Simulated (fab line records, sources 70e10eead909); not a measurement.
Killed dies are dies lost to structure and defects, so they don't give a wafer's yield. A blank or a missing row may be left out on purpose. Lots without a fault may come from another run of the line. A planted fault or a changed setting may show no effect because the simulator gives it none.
fab line records | flow nand_harc
record lots=7 wafers=18 last_day=33
route steps=1302 shown A_BLC@1118 A_M0@1137 END@1302
lots that met no fault: from a run of the same line without faults
start_h: hours from the record's first day to the start of the lot's first wafer shown | wait_h: hours since the lot's step before | " the same as in the row above | L1.1+2: a row that stands for several wafers | - no value, or no start given | * or withheld: withheld | < > ~ a bound
route shown NAME@n: a module of which the file shows steps, and the number in the route of the first | usual: mean/standard deviation of fault-free wafers | same: alike in all rows | chamber/n: place in a boat | sites: the reading at each site | _std_site: their standard deviation | _edge_site: outer sites' mean less inner sites' | radius_mm: how far each site lies from the wafer's centre | mask NAME#n: copy n | behind: the tool/chamber that last shaped the wafer | hold: why the lot was held/for how many hours/how that ended | device: the transistor (n, p or np) that didn't switch | end of line: the same wafers' tests at the end of the route | a step without rows: its recipe alone | killed: dies lost to structure and defects at the first sort, not the wafer's yield | map: a wafer's dies, x killed, . not, _ none there
set.NAME: the setting as run; set.NAME@STEP: as run at that earlier step | model.NAME: the simulator's own value behind a step, which no gauge read
lots at some steps of the route; a table a step, a row a wafer
services: from which hour (start_h, from the record's first day; less than 0 if before it) a tool's chamber was out of use, for how many hours, and why
## steps
# step NHARC_A_BLC_OVL_MEAS_11
# usual overlay_x_nm=0.1/0.69 overlay_y_nm=0.0/0.86
# columns lot.wafer tool chamber start_h wait_h overlay_x_nm overlay_y_nm
L837.1 overlay-01 - 528.05 - -0.4 0.3
L837.5 " - " " 0.0 0.5
L837.6 " - " " 0.0 0.4
L845.1 overlay-01 - 617.98 - 0.0 -0.3
L845.2 " - " " 0.1 0.0
L845.6 " - " " -0.1 -0.1
L851.2 overlay-01 - 682.41 - -0.2 -0.3
L851.5 " - " " -0.2 -0.8
L853.2 overlay-01 - 694.55 - 0.6 -0.6
L853.4 " - " " 1.4 0.0
L854.2 overlay-02 - 696.07 - -1.0 -0.7
L854.5 " - " " -0.3 -0.7
L857.4 overlay-02 - 723.10 - 0.0 1.1
L857.5 " - " " -0.3 1.2
L857.6 " - " " -0.1 1.1
L858.1 overlay-02 - 734.98 - 0.3 -0.9
L858.2 " - " " 0.0 -0.3
L858.5 " - " " 0.1 -0.1
# step NHARC_A_BLC_INSPECT_12
# usual raw_defect_count=83/39
# columns lot.wafer tool chamber start_h wait_h raw_defect_count
L837.1 defect_inspect-01 - 528.09 0.0 34
L837.5 " - " " 33
L837.6 " - " " 37
L845.1 defect_inspect-01 - 618.02 0.0 41
L845.2 " - " " 33
L845.6 " - " " 43
L851.2 defect_inspect-01 - 682.44 0.0 63
L851.5 " - " " 56
L853.2 defect_inspect-02 - 694.59 0.0 169
L853.4 " - " " 176
L854.2 defect_inspect-02 - 696.11 0.0 27
L854.5 " - " " 20
L857.4 defect_inspect-01 - 723.13 0.0 70
L857.5 " - " " 74
L857.6 " - " " 71
L858.1 defect_inspect-02 - 735.01 0.0 65
L858.2 " - " " 43
L858.5 " - " " 73
# step NHARC_A_BLC_DESCUM_15
# recipe time_s=3 o2_flow_sccm=200 ar_flow_sccm=0 bias_power_w=0 chemistry=O2
# step NHARC_A_BLC_ETCH_16
# recipe target_depth_a=390 over_etch_frac=0.3 time_s=65 ion_energy_ev=80 cf4_flow_sccm=150 ar_flow_sccm=0 rf_w=300 bias_w=100 chemistry=CF4
# step NHARC_A_BLC_ETCH_17
# recipe target_depth_a=3900 over_etch_frac=0.25 time_s=609.38 ion_energy_ev=200 n2_flow_sccm=150 h2_flow_sccm=150 ar_flow_sccm=0 rf_w=400 bias_w=150 chemistry=N2/H2
# usual drypump_motor_current_A=5.8/0.62 oes_product_au=1.000/0.013 rf_vpp_V=429/3.1 showerhead_plenum_p_Torr=1.99/0.1 throttle_valve_pct=14.170/0.0089
# columns lot.wafer tool chamber start_h wait_h drypump_motor_current_A oes_product_au rf_hours_counter_h rf_vpp_V showerhead_plenum_p_Torr throttle_valve_pct
L837.1 rie_diel-11 3 - - 6.4 0.992 8 432 2.07 14.164
L837.6 " 3 " " 6.4 0.994 - 430 2.07 14.193
L837.5 " 0 " " 6.8 1.002 - 427 1.90 14.152
L845.1 rie_diel-07 3 - - 5.0 1.004 6 426 1.93 14.170
L845.2 " 0 " " 5.7 1.012 8 427 1.98 14.162
L845.6 " 0 " " 5.7 1.023 - 428 1.98 14.182
L851.2 rie_diel-07 1 - - 5.1 1.009 1 427 1.90 14.179
L851.5 " 2 " " 5.1 0.992 - 426 1.88 14.156
L853.2 rie_diel-11 3 - - 6.4 0.997 5 431 2.07 14.178
L853.4 " 0 " " 6.8 0.988 7 427 1.90 14.175
L854.2 rie_diel-07 1 - - 5.1 1.001 2 427 1.90 14.167
L854.5 " 3 " " 5.1 0.974 - 427 1.93 14.167
L857.4 rie_diel-11 2 - - 5.4 1.000 9 432 2.10 14.170
L857.6 " 0 " " 6.8 1.000 - 427 1.90 14.179
L857.5 " 1 " " 6.0 0.994 - 435 2.16 14.177
L858.2 rie_diel-11 0 - - 6.8 0.992 11 426 1.90 14.153
L858.1 " 1 " " 6.0 1.002 11 435 2.16 14.183
L858.5 " 0 " " 6.7 0.993 - 426 1.90 14.163
# step NHARC_A_BLC_ETCH_18
# recipe target_depth_a=9100 c4f8_flow_sccm=20 o2_flow_sccm=10 ar_flow_sccm=withheld rf_w=600 bias_w=1500 chemistry=C4F8/O2/Ar
# step NHARC_A_BLC_CD_MEAS_19
# usual cd_nm=100.7/2.9
# columns lot.wafer tool chamber start_h wait_h cd_nm
L837.1 cd_sem-02 - 529.12 - 103.9
L837.5 " - " " 100.1
L837.6 " - " " 102.6
L845.1 cd_sem-02 - 619.04 - 100.1
L845.2 " - " " 104.6
L845.6 " - " " 100.3
L851.2 cd_sem-02 - 683.47 - 100.1
L851.5 " - " " 101.4
L853.2 cd_sem-03 - 695.61 - 103.5
L853.4 " - " " 97.1
L854.2 cd_sem-02 - 697.14 - 97.6
L854.5 " - " " 98.2
L857.4 cd_sem-03 - 724.17 - 97.4
L857.5 " - " " 100.0
L857.6 " - " " 106.5
L858.1 cd_sem-03 - 736.04 - 100.8
L858.2 " - " " 95.5
L858.5 " - " " 97.8
# step NHARC_A_BLC_STRIP_29
# recipe cf4_flow_sccm=150 ar_flow_sccm=0 bias_w=0 chemistry=CF4
# step NHARC_A_BLC_STRIP_21
# recipe o2_flow_sccm=500 ar_flow_sccm=0 bias_w=0 chemistry=O2
# usual drypump_motor_current_A=5.8/0.57 o2_flow_sccm=500.0/1.5 oes_product_au=1.002/0.014 rf_vpp_V=57.7/0.96 showerhead_plenum_p_Torr=3.46/0.15 throttle_valve_pct=17.034/0.009
# columns lot.wafer tool chamber start_h wait_h drypump_motor_current_A o2_flow_sccm oes_product_au rf_hours_counter_h rf_vpp_V showerhead_plenum_p_Torr throttle_valve_pct
L837.1 rie_diel-04 0 529.32 0.1 5.5 500.5 0.974 52 60.2 3.54 17.025
L837.5 " 1 " " 6.2 502.0 1.005 - 59.7 3.36 17.031
L837.6 " 2 " " 5.6 499.7 0.999 - 58.6 3.40 17.039
L845.2 rie_diel-07 3 619.23 0.1 5.1 497.8 0.981 7 56.9 3.36 17.040
L845.1 " 1 " " 5.1 498.7 1.031 7 56.1 3.31 17.039
L845.6 " 0 " " 5.7 500.9 1.016 - 57.0 3.43 17.025
L851.2 rie_diel-11 1 683.67 0.1 6.0 499.3 0.989 6 57.9 3.72 17.018
L851.5 " 0 " " 6.8 502.4 0.992 - 58.3 3.31 17.040
L853.2 rie_diel-07 0 695.79 0.1 5.7 500.9 1.000 2 59.9 3.43 17.019
L853.4 " 1 " " 5.2 501.6 1.004 2 57.4 3.31 17.049
L854.2 rie_diel-11 3 697.32 0.1 6.4 499.7 1.008 6 59.0 3.57 17.039
L854.5 " 3 " " 6.4 499.0 0.997 - 58.3 3.57 17.031
L857.4 rie_diel-11 0 724.35 0.1 6.8 501.5 0.996 10 57.1 3.31 17.044
L857.5 " 3 " " 6.4 499.3 1.025 - 56.8 3.57 17.038
L857.6 " 0 " " 6.8 500.8 0.982 - 56.5 3.31 17.040
L858.2 rie_diel-11 2 736.22 0.1 5.4 499.9 0.997 11 57.7 3.63 17.029
L858.1 " 0 " " 6.8 498.5 0.994 11 57.7 3.31 17.039
L858.5 " 2 " " 5.4 499.1 1.001 - 57.8 3.63 17.037
# step NHARC_A_BLC_STRIP_22
# recipe time_s=600 temp_c=30 chemistry=post_etch_residue_remover
# step NHARC_A_BLC_DEGAS_30
# recipe temp_c=300 time_s=60
# step NHARC_A_BLC_PRE_CLEAN_31
# recipe time_s=15 bias_v=250 gas=Ar
# step NHARC_A_BLC_PVD_32
# recipe target_thk_a=50 chamber_pressure_pa=5 power_w=5000 substrate_temp_c=200 time_s=17.7 material=Ti
# usual throttle_valve_pct=30.0/1.2
# columns lot.wafer tool chamber start_h wait_h throttle_valve_pct
L837.1 pvd_sputter-02 - 529.91 - 32.0
L837.6 " - " " 30.8
L837.5 " - " " 29.6
L845.2 pvd_sputter-01 - 619.77 - 31.9
L845.1 " - " " 28.1
L845.6 " - " " 29.3
L851.2 pvd_sputter-01 - 684.20 - 27.4
L851.5 " - " " 31.5
L853.2 pvd_sputter-01 - 696.33 - 27.8
L853.4 " - " " 30.2
L854.2 pvd_sputter-01 - 697.86 - 27.9
L854.5 " - " " 31.6
L857.4 pvd_sputter-02 - 724.89 - 30.8
L857.6 " - " " 30.9
L857.5 " - " " 29.7
L858.2 pvd_sputter-03 - 736.76 - 30.1
L858.1 " - " " 29.9
L858.5 " - " " 29.4
# step NHARC_A_BLC_ALD_23
# recipe target_thk_a=30 pulse_time_s=1 ald_cycles=150 temp_c=450 material=TiN
# usual heater_power_w=1135/96 precursor_pulse_height_rel=1.000/0.02 susceptor_temp_C=450.03/0.25
# columns lot.wafer tool chamber start_h wait_h heater_power_w precursor_pulse_height_rel susceptor_temp_C
L837.1 ald_metal-02 3 530.04 - 1139 1.000 450.19
L837.5 " 1 " " 1349 1.016 449.85
L837.6 " 2 " " 1121 0.991 450.39
L845.1 ald_metal-01 1 619.93 - 1186 1.024 450.32
L845.2 " 2 " " 1012 0.991 450.16
L845.6 " 0 " " 1009 0.991 450.03
L851.2 ald_metal-02 2 684.36 - 1131 1.021 449.90
L851.5 " 0 " " 1030 0.971 450.10
L853.2 ald_metal-02 3 696.48 - 1110 1.027 450.30
L853.4 " 0 " " 1018 0.985 450.26
L854.2 ald_metal-04 0 698.00 - 1114 1.021 449.67
L854.5 " 0 " " 1133 1.030 449.86
L857.4 ald_metal-02 2 725.00 - 1148 0.994 449.89
L857.5 " 2 " " 1144 0.982 449.96
L857.6 " 3 " " 1097 0.990 450.24
L858.2 ald_metal-04 1 736.88 - 1175 0.992 450.35
L858.1 " 2 " " 1158 0.976 449.88
L858.5 " 0 " " 1114 0.999 450.15
# step NHARC_A_BLC_CVD_24
# recipe target_thk_a=1500 temp_c=300 pressure_torr=40 wf6_flow_sccm=40 h2_flow_sccm=1600 ar_flow_sccm=1560 time_s=434 material=W
# step NHARC_A_BLC_CMP_25
# recipe t_overpolish_s=30 target_thk_nm=150
# step NHARC_A_BLC_SRD_27
# step NHARC_A_BLC_INSPECT_28
# usual raw_defect_count=491/130
# columns lot.wafer tool chamber start_h wait_h raw_defect_count
L837.1 defect_inspect-01 - 531.13 0.1 395
L837.5 " - " " 578
L837.6 " - " " 366
L845.1 defect_inspect-01 - 621.02 0.1 420
L845.2 " - " " 331
L845.6 " - " " 466
L851.2 defect_inspect-01 - 685.45 0.1 371
L851.5 " - " " 412
L853.2 defect_inspect-02 - 697.63 0.1 511
L853.4 " - " " 538
L854.2 defect_inspect-01 - 699.55 0.1 351
L854.5 " - " " 432
L857.4 defect_inspect-02 - 726.14 0.1 442
L857.5 " - " " 740
L857.6 " - " " 400
L858.1 defect_inspect-01 - 738.04 0.1 622
L858.2 " - " " 422
L858.5 " - " " 546
# step NHARC_A_M0_DEP_00
# recipe target_thk_a=1500 target_thk_nm=150 temp_c=withheld pressure_torr=5 flow_sccm=200 rf_w=600 material=SiOC
# step NHARC_A_M0_DEHYDRATE_01
# recipe temp_c=150 time_s=120
# step NHARC_A_M0_HMDS_02
# recipe time_s=30
# step NHARC_A_M0_COAT_33
# recipe temp_c=200 time_s=65
# step NHARC_A_M0_COAT_03
# recipe spin_rpm=1500 resist_thk_nm=90
# step NHARC_A_M0_SOFTBAKE_04
# recipe temp_c=105 time_s=55
# step NHARC_A_M0_EBR_05
# step NHARC_A_M0_EXPOSE_06
# recipe na=1.35 target_cd_nm=80 dose_mj=83.25 mask_id=A_M0
# step NHARC_A_M0_PEB_07
# recipe peb_temp_c=100 peb_time_s=65
# step NHARC_A_M0_DEVELOP_08
# recipe develop_time_s=35 dev_temp_c=23
# step NHARC_A_M0_CD_MEAS_09
# recipe target_cd_nm=80 landing_energy_ev=500
# usual cd_nm=80.2/0.83
# columns lot.wafer tool chamber start_h wait_h cd_nm
L837.1 cd_sem-03 0 531.90 - 78.4
L837.5 " 0 " " 81.0
L837.6 " 0 " " 79.8
L845.1 cd_sem-03 0 621.93 - 78.9
L845.2 " 0 " " 80.4
L845.6 " 0 " " 80.6
L851.2 cd_sem-03 0 686.22 - 80.6
L853.2 cd_sem-03 0 698.53 - 79.0
L854.2 cd_sem-01 0 700.46 - 79.8
L857.4 cd_sem-03 0 727.05 - 80.6
L857.5 " 0 " " 78.2
L857.6 " 0 " " 80.0
L858.1 cd_sem-02 0 738.95 - 80.0
L858.2 " 0 " " 79.8
L858.5 " 0 " " 78.2
# step NHARC_A_M0_OVL_MEAS_10
# recipe pitch_nm=160
# usual overlay_x_nm=0.1/0.67 overlay_y_nm=0.0/0.83
# columns lot.wafer tool chamber start_h wait_h overlay_x_nm overlay_y_nm
L837.1 overlay-01 - 531.99 - -0.3 -1.1
L837.5 " - " " -0.1 -1.0
L837.6 " - " " -0.8 -0.9
L845.1 overlay-02 - 622.01 - 0.5 0.7
L845.2 " - " " 1.0 0.3
L845.6 " - " " 0.5 0.5
L851.2 overlay-01 - 686.31 - -0.2 -1.5
L853.2 overlay-01 - 698.62 - 0.5 0.7
L854.2 overlay-02 - 700.55 - -0.1 1.9
L857.4 overlay-02 - 727.13 - -1.2 -0.3
L857.5 " - " " -0.5 -0.4
L857.6 " - " " -0.8 -1.2
L858.1 overlay-02 - 739.04 - 0.7 -0.7
L858.2 " - " " 0.7 -0.1
L858.5 " - " " 0.5 -0.6
# step NHARC_A_M0_INSPECT_11
# usual raw_defect_count=83/38
# columns lot.wafer tool chamber start_h wait_h raw_defect_count
L837.1 defect_inspect-02 - 532.03 0.0 34
L837.5 " - " " 34
L837.6 " - " " 36
L845.1 defect_inspect-02 - 622.05 0.0 38
L845.2 " - " " 33
L845.6 " - " " 43
L851.2 defect_inspect-01 - 686.35 0.0 64
L853.2 defect_inspect-01 - 698.65 0.0 167
L854.2 defect_inspect-02 - 700.58 0.0 30
L857.4 defect_inspect-01 - 727.17 0.0 70
L857.5 " - " " 73
L857.6 " - " " 70
L858.1 defect_inspect-01 - 739.07 0.0 69
L858.2 " - " " 45
L858.5 " - " " 74
# step NHARC_A_M0_DESCUM_14
# recipe time_s=3 o2_flow_sccm=200 ar_flow_sccm=0 bias_power_w=0 chemistry=O2
# step NHARC_A_M0_ETCH_34
# recipe target_depth_a=400 overetch_a=120 time_s=43.94 ion_energy_ev=200 n2_flow_sccm=150 h2_flow_sccm=150 ar_flow_sccm=0 rf_w=400 bias_w=150 chemistry=N2/H2
# step NHARC_A_M0_ETCH_15
# recipe target_depth_a=1500 overetch_a=150 time_s=82.5 c4f8_flow_sccm=withheld ar_flow_sccm=400 rf_w=600 bias_w=300 chemistry=C4F8/Ar
# step NHARC_A_M0_CD_MEAS_16
# usual cd_nm=80.4/1.2
# columns lot.wafer tool chamber start_h wait_h cd_nm
L837.1 cd_sem-02 - 532.39 - 78.6
L837.5 " - " " 81.2
L837.6 " - " " 81.0
L845.1 cd_sem-02 - 622.41 - 79.0
L845.2 " - " " 81.2
L845.6 " - " " 81.0
L851.2 cd_sem-02 - 686.71 - 80.1
L853.2 cd_sem-02 - 699.01 - 79.5
L854.2 cd_sem-02 - 700.95 - 80.6
L857.4 cd_sem-02 - 727.54 - 79.5
L857.5 " - " " 77.0
L857.6 " - " " 81.0
L858.1 cd_sem-02 - 739.43 - 80.4
L858.2 " - " " 80.4
L858.5 " - " " 78.3
# step NHARC_A_M0_STRIP_18
# recipe power_w=1000 n2_flow_sccm=150 h2_flow_sccm=150 ar_flow_sccm=0 bias_w=0 chemistry=N2/H2
# usual drypump_motor_current_A=5.8/0.56 oes_product_au=1.000/0.016 rf_vpp_V=90.8/0.85 showerhead_plenum_p_Torr=2.07/0.075 throttle_valve_pct=14.172/0.0091
# columns lot.wafer tool chamber start_h wait_h drypump_motor_current_A oes_product_au rf_hours_counter_h rf_vpp_V showerhead_plenum_p_Torr throttle_valve_pct
L837.1 rie_diel-09 0 532.49 0.1 6.2 0.989 1.5 89.7 1.99 14.184
L837.6 " 3 " " 6.1 1.017 - 91.4 2.12 14.159
L837.5 " 0 " " 6.2 0.978 - 90.6 1.99 14.158
L845.2 rie_diel-09 1 622.53 0.1 5.8 0.983 5.8 92.2 2.12 14.145
L845.1 " 2 " " 6.1 0.994 5.7 90.4 2.10 14.163
L845.6 " 3 " " 6.1 1.009 - 92.5 2.12 14.170
L851.2 rie_diel-03 1 686.78 0.1 5.0 0.996 2.8 91.5 2.20 14.165
L853.2 rie_diel-03 2 699.09 0.1 6.3 0.975 1.0 91.0 1.98 14.167
L854.2 rie_diel-03 2 701.04 0.1 6.3 0.991 1.1 90.9 1.98 14.164
L857.4 rie_diel-05 0 727.65 0.1 5.5 0.978 9.1 89.5 1.94 14.177
L857.5 " 2 " " 5.6 1.023 - 90.9 2.00 14.178
L857.6 " 3 " " 5.4 1.011 - 90.4 2.01 14.163
L858.1 rie_diel-03 3 739.51 0.1 6.7 1.015 4.8 91.8 2.13 14.167
L858.2 " 1 " " 5.0 1.011 5.2 90.6 2.20 14.182
L858.5 " 0 " " 4.8 1.009 - 91.2 2.12 14.164
# step NHARC_A_M0_STRIP_19
# recipe time_s=600 temp_c=30 chemistry=post_etch_residue_remover
# step NHARC_A_M0_DEGAS_28
# recipe temp_c=250 time_s=60
# step NHARC_A_M0_PRE_CLEAN_29
# recipe time_s=30 temp_c=280 gas=H2/He
# step NHARC_A_M0_PVD_20
# recipe target_thk_a=50 bias_v=168.6 power_w=15000 chamber_pressure_pa=0.12 time_s=8.06 substrate_temp_c=50 material=TaN
# step NHARC_A_M0_PVD_21
# recipe target_thk_a=300 chamber_pressure_pa=5 power_w=5000 substrate_temp_c=30 time_s=20.49 material=Cu
# usual throttle_valve_pct=30.0/1.1
# columns lot.wafer tool chamber start_h wait_h throttle_valve_pct
L837.1 pvd_sputter-01 - - - 31.9
L837.6 " - " " 31.9
L837.5 " - " " 29.2
L845.2 pvd_sputter-03 - - - 30.1
L845.1 " - " " 28.3
L845.6 " - " " 30.1
L851.2 pvd_sputter-03 - - - 30.7
L853.2 pvd_sputter-03 - - - 30.1
L854.2 pvd_sputter-02 - - - 30.9
L857.4 pvd_sputter-03 - - - 30.1
L857.5 " - " " 29.7
L857.6 " - " " 30.9
L858.2 pvd_sputter-02 - - - 31.2
L858.1 " - " " 30.3
L858.5 " - " " 30.8
# step NHARC_END_SORT_01
# recipe temp_c=25
# usual killed_at_array=56/20 killed_at_other=0.9/1.1 killed_at_periphery=3.7/3 killed_dies=61/21 killed_open=2.9/1.6 killed_short=2.6/1.4
# same gross_dies=677
# columns lot.wafer tool chamber start_h wait_h killed_at_array killed_at_other killed_at_periphery killed_dies killed_open killed_short
L845.1 prober-01 0 661.87 2.5 37 0 6 43 2 2
L845.2 prober-01 0 662.66 2.8 38 2 3 43 3 4
L845.6 prober-01 0 665.82 3.9 37 1 8 46 5 1
L851.2 prober-02 0 725.63 2.8 34 0 4 38 5 4
L851.5 prober-02 0 728.00 3.7 671 0 2 673 4 2
L853.2 prober-01 0 738.07 2.8 98 0 2 100 2 4
L853.4 prober-01 0 739.66 3.4 675 0 1 676 1 2
L854.5 prober-02 0 740.46 3.7 673 1 1 675 2 2
L857.4 prober-02 0 775.29 3.4 53 3 1 57 5 3
L857.5 prober-02 0 776.10 3.7 59 2 1 62 2 5
L857.6 prober-02 0 776.91 4.0 58 3 1 62 4 3
# killed by level:class
L845.1 A_CHANNEL_HOLE_D2:chamber_film_flake=17 A_CHANNEL_HOLE_D1:chamber_film_flake=9 P_M0:chamber_film_flake=5 A_STAIRCASE:chamber_film_flake=3 A_CONTACT:chamber_film_flake=2 A_CHANNEL_FILL_D1:geometric_particle:short=1 A_WL_FILL:geometric_particle:open=1 A_WL_FILL:geometric_particle:short=1
L845.2 A_CHANNEL_HOLE_D2:chamber_film_flake=13 A_CHANNEL_HOLE_D1:chamber_film_flake=7 A_WL_FILL:chamber_film_flake=4 A_CONTACT:chamber_film_flake=4 P_M0:chamber_film_flake=2 A_BONDPAD:chamber_film_flake=2 THIN_TSV:chamber_film_flake=2 A_DECK1_JOINT:geometric_particle:open=1
L845.6 A_CHANNEL_HOLE_D2:chamber_film_flake=16 A_CHANNEL_HOLE_D1:chamber_film_flake=8 A_SLIT:chamber_film_flake=3 P_GATE:chamber_film_flake=2 P_M0:chamber_film_flake=2 A_ZERO_WELL:chamber_film_flake=2 A_CONTACT:chamber_film_flake=2 P_CONTACT:geometric_particle:open=1
L851.2 A_CHANNEL_HOLE_D1:chamber_film_flake=16 A_DECK1_JOINT:chamber_film_flake=3 A_STAIRCASE:chamber_film_flake=3 P_CONTACT:geometric_particle:open=2 A_SLIT:chamber_film_flake=2 A_CHANNEL_FILL_D1:geometric_particle:short=1 A_DECK1_JOINT:geometric_particle:short=1 A_CHANNEL_FILL_D2:geometric_particle:short=1
L851.5 A_BLC:area_pvd=623 A_CHANNEL_HOLE_D1:chamber_film_flake=36 A_CONTACT:chamber_film_flake=4 A_STAIRCASE:chamber_film_flake=2 P_GATE:geometric_particle:open=1 P_M0:geometric_particle:short=1 A_SOURCE_PLATE:geometric_particle:short=1 A_CHANNEL_FILL_D1:geometric_particle:open=1
L853.2 A_SLIT:chamber_film_flake=30 A_CHANNEL_HOLE_D1:chamber_film_flake=26 A_CHANNEL_HOLE_D2:chamber_film_flake=20 A_CONTACT:chamber_film_flake=9 A_WL_FILL:geometric_particle:short=3 A_STAIRCASE:chamber_film_flake=3 A_SGD_CUT:chamber_film_flake=2 A_ONON_D1:geometric_particle:open=1
L853.4 A_BLC:area_pvd=570 A_SLIT:chamber_film_flake=34 A_CHANNEL_HOLE_D2:chamber_film_flake=30 A_CHANNEL_HOLE_D1:chamber_film_flake=20 A_STAIRCASE:chamber_film_flake=6 A_CONTACT:chamber_film_flake=6 A_SGD_CUT:chamber_film_flake=3 A_CHANNEL_FILL_D1:geometric_particle:short=1
L854.5 A_BLC:area_pvd=653 A_CHANNEL_HOLE_D1:chamber_film_flake=9 A_SLIT:chamber_film_flake=4 A_CONTACT:chamber_film_flake=2 A_ONON_D1:geometric_particle:open=1 A_DECK1_JOINT:geometric_particle:open=1 A_DECK1_JOINT:geometric_particle:short=1 A_SGD_CUT:geometric_particle:short=1
L857.4 A_SLIT:chamber_film_flake=37 A_CONTACT:chamber_film_flake=3 A_M1:geometric_particle:open=2 A_CHANNEL_HOLE_D1:unspecified=2 A_M1:chamber_film_flake=2 THIN_TSV:chamber_film_flake=2 P_ZERO_WELL:geometric_particle:open=1 A_SOURCE_PLATE:geometric_particle:short=1
L857.5 A_SLIT:chamber_film_flake=29 A_CONTACT:chamber_film_flake=10 A_CHANNEL_HOLE_D1:unspecified=4 A_STAIRCASE:chamber_film_flake=4 A_M1:chamber_film_flake=3 A_M0:geometric_particle:short=2 A_WL_FILL:chamber_film_flake=2 THIN_TSV:chamber_film_flake=2
L857.6 A_SLIT:chamber_film_flake=37 A_CONTACT:chamber_film_flake=11 THIN_TSV:chamber_film_flake=3 A_ONON_D1:geometric_particle:open=2 A_M1:chamber_film_flake=2 P_CONTACT:geometric_particle:open=1 A_SOURCE_PLATE:geometric_particle:short=1 A_SOURCE_PLATE:geometric_particle:open=1
# map L851.5 (x killed, . not)
____________x____________
_________xxxxxxx_________
_______xxxxxxxxxxx_______
______xxxxxxxxxxxxx______
_____xxxxxxxxxxxxxxx_____
____xxxxxxxxxxxxxxxxx____
____xxxxxxxxxxxxxxxxx____
___xxxxxxxxxxxxxxxxxxx___
___xxxxxxxxxxxxxxxxxxx___
__xxxxxxxxxxxxxxxxxxxxx__
__xxxxxxxxxxxxxxxxxxxxx__
_xxxxxxxxxxxxxxxxxxxxxxx_
_xxxxxxxxxxxxxxxxxxxxxxx_
_xxxxxxxxxxxxxxxxxxxxxxx_
_xxxxxxxxxxxxxxxxxxxxxxx_
_xxxxxxxxxxxxxxxxxxxxxxx_
xxxxxxxxxxxxxxxxxxxxxxxxx
xxxxxxxxxxxxxxxxxxxxxxxxx
xxxxxxxxxxxxx.xxxxxxxxxxx
xxxxxxxxxxxxxxxxxxxxxxxxx
xxxxxxxxxxxxxxxxxxxxxxxxx
_xxxxxxxxxxxxxxxxxxxxxxx_
_xxxxxxxxxxxxxxxxxxxxxxx_
_xxxxxxxxxxxxxxxxxxxxxxx_
_xxxxxxxxxxxxxxxxxxxxxxx_
_xxxxxxxxxxxxxxxxxx.xxxx_
__xxxxxxxxxxxxxxxxxxxxx__
__xxxxxxxxxxxxxxxxxxxxx__
___xxxxxxxxxxxxx.xxxxx___
___xxxxxxxxxxxxxxxxxxx___
____xxxxxxxxxxxxxxxxx____
____xxxxxxxxxxxxxxxxx____
_____xxxx.xxxxxxxxxx_____
______xxxxxxxxxxxxx______
_______xxxxxxxxxxx_______
_________xxxxxxx_________
____________x____________
# map L853.4 (x killed, . not)
____________x____________
_________xxxxxxx_________
_______xxxxxxxxxxx_______
______xxxxxxxxxxxxx______
_____xxxxxxxxxxxxxxx_____
____xxxxxxxxxxxxxxxxx____
____xxxxxxxxxxxxxxxxx____
___xxxxxxxxxxxxxxxxxxx___
___xxxxxxxxxxxxxxxxxxx___
__xxxxxxxxxxxxxxxxxxxxx__
__xxxxxxxxxxxxxxxxxxxxx__
_xxxxxxxxxxxxxxxxxxxxxxx_
_xxxxxxxxxxxxxxxxxxxx.xx_
_xxxxxxxxxxxxxxxxxxxxxxx_
_xxxxxxxxxxxxxxxxxxxxxxx_
_xxxxxxxxxxxxxxxxxxxxxxx_
xxxxxxxxxxxxxxxxxxxxxxxxx
xxxxxxxxxxxxxxxxxxxxxxxxx
xxxxxxxxxxxxxxxxxxxxxxxxx
xxxxxxxxxxxxxxxxxxxxxxxxx
xxxxxxxxxxxxxxxxxxxxxxxxx
_xxxxxxxxxxxxxxxxxxxxxxx_
_xxxxxxxxxxxxxxxxxxxxxxx_
_xxxxxxxxxxxxxxxxxxxxxxx_
_xxxxxxxxxxxxxxxxxxxxxxx_
_xxxxxxxxxxxxxxxxxxxxxxx_
__xxxxxxxxxxxxxxxxxxxxx__
__xxxxxxxxxxxxxxxxxxxxx__
___xxxxxxxxxxxxxxxxxxx___
___xxxxxxxxxxxxxxxxxxx___
____xxxxxxxxxxxxxxxxx____
____xxxxxxxxxxxxxxxxx____
_____xxxxxxxxxxxxxxx_____
______xxxxxxxxxxxxx______
_______xxxxxxxxxxx_______
_________xxxxxxx_________
____________x____________
## services
# columns tool chamber start_h hours kind
rie_diel-07 1 506.31 12.7 repair
pvd_sputter-03 - 526.00 10.0 pm
pvd_sputter-03 - 555.45 14.4 repair
rie_diel-09 3 556.58 8.5 repair
pvd_sputter-01 - 556.64 7.1 repair
ald_metal-04 2 574.12 24.0 repair
rie_diel-03 0 577.29 3.9 repair
rie_diel-03 - 585.32 76.0 repair
rie_diel-07 3 599.92 3.0 repair
rie_diel-11 - 609.50 9.0 pm
ald_metal-02 - 610.04 10.0 pm
pvd_sputter-01 - 630.93 10.0 pm
rie_diel-11 3 631.23 4.5 repair
pvd_sputter-02 - 638.00 10.0 pm
rie_diel-07 1 640.68 5.6 repair
rie_diel-07 - 648.20 9.0 pm
rie_diel-09 - 658.45 0.3 repair
rie_diel-03 - 661.32 9.0 pm
rie_diel-07 1 669.12 13.2 repair
rie_diel-09 - 674.15 9.0 pm
ald_metal-02 1 687.99 19.4 repair
pvd_sputter-03 - 704.00 10.0 pm
pvd_sputter-01 - 727.33 1.8 repair
pvd_sputter-01 - 735.08 38.6 repair
## key
first_sign step=NHARC_END_SORT_01 reading=killed_at_array direction=up sigmas=30 usual=56 struck=673
effect step=NHARC_END_SORT_01 reading=killed_dies direction=up sigmas=30 usual=61 struck=675
more_kills_born_at NHARC_A_BLC_PVD_32@pvd_sputter-01=1846
met_at NHARC_A_BLC_PVD_32
struck_wafers L851.5,L853.4,L854.5
later_rows_left_out L851.5,L853.4,L854.5
tester_left_out L851,L853,L854
onset_between 619.77 684.20
fault kind=process_parameter_drift tool=pvd_sputter-01 chamber=- onset_h=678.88 steps=NHARC_A_BLC_PVD_32 channel=target_thk_a offset=* shape=step end_h=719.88 scope=struck_wafers_only acts_in=* stated=*
# tester_left_out: of these lots the tester's yield and bins aren't shown, on N5 and GAA mostly nor the transistor test; their killed dies are dies lost to structure and defects alone, not to doping, threshold or leakage, so they don't give the yield
# later_rows_left_out: the simulator's readings of these wafers behind a module that went badly wrong aren't trusted and aren't shown, but for the sort
